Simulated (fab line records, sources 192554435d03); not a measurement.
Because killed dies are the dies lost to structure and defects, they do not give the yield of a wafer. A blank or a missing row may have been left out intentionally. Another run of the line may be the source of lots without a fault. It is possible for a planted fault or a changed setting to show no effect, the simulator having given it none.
Matching of chambers ; flow n5-finfet ; N5_BEOL_M12_DESCUM_33 on rie-diel-03 has 4 sister chambers
The step chemistry O2, time 7.9 s. 8 wafers are shown with their chamber, then 7 later ones without.

## WAFERS PAIRED WITH THEIR CHAMBERS
wafer;chamber;drypump-motor-current-A (A);throttle-valve-pct (%)
L086.1;2;6.0;20.67
L086.2;3;5.5;20.45
L086.4;0;5.3;20.56
L090.3;1;6.6;20.11
L090.5;1;6.6;20.12
L090.6;3;5.5;20.46
L091.1;0;5.4;20.58
L091.4;2;6.0;20.70

## WAFERS WITHOUT THEIR CHAMBER
wafer;drypump-motor-current-A (A);throttle-valve-pct (%)
L091.5;5.3;20.59
L093.1;5.5;20.46
L093.4;5.5;20.48
L093.6;6.6;20.14
L094.1;5.5;20.48
L094.2;6.0;20.72
L094.6;5.5;20.47

## CHAMBER TAKEN BY EACH
wafer;from the rows above;in truth
L091.5;0;0
L093.1;3;3
L093.4;3;3
L093.6;1;1
L094.1;3;3
L094.2;2;2
L094.6;3;3
Correctly placed: 7 of 7. Left unplaced by these rows: 0. 0 placed wrongly.
How it was worked out, from the rows above alone: a wafer's distance from a chamber is the root of the sum, over the readings, of the square of ((its reading less the chamber's mean) divided by the reading's scatter). If the next closest chamber is less than 2 further off than the closest, the wafer can't be placed; otherwise it belongs to the closest. For every chamber, the mean is computed from those of its wafers that are shown. The scatter: take each reading less its chamber's mean, square it, sum over the shown wafers, divide by the number of wafers less the number of chambers, and take the root.
